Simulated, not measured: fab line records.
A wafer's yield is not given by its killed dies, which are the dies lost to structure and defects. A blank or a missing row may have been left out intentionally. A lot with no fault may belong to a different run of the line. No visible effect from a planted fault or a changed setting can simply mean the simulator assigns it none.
What tool caused it?    flow nand-harc    6 lots (18 wafers sampled), 1 step of a 1302-step route

## WHAT EACH GAUGE READ, for each wafer
NHARC_A_ONON_D2_THK_MEAS_34: measures by ellipsometry.
lot   measured      on             thk-nm (nm)
L152  day 14 13:16  film-metro-02  201 201 202
L155  day 15 12:37  film-metro-01  199 204 203
L157  day 16 15:06  film-metro-01  196 200 200
L167  day 20 05:08  film-metro-01  199 199 200
L170  day 21 22:02  film-metro-01  199 201 201
L172  day 23 00:58  film-metro-01  198 198 203

## EACH LOT AND THE TOOL THAT RAN IT (in order: tool; ch and the chambers of the sampled wafers; start)
The record shows no process step preceding these readings.

## THE ANSWER, worked out from the rows above alone
Rule: what is usual is taken from the lots themselves. The widest of any qualifying gaps counts: lots, ordered by their means at a reading, are off when they make up no more than a third of the lots, leave a main group of 4 or more, and stand apart from it by 3 or more times the standard deviation of that group's means. A main group is skipped when, at the precision printed for the reading in the tables above, its means are all equal. A lot without any number at a reading at which 4 lots or more have one is off too. The other lots that the step has rows for count as sound.
No lot is off at any reading shown: from this, nothing can be told.

## WHAT THE SIMULATOR PUT IN
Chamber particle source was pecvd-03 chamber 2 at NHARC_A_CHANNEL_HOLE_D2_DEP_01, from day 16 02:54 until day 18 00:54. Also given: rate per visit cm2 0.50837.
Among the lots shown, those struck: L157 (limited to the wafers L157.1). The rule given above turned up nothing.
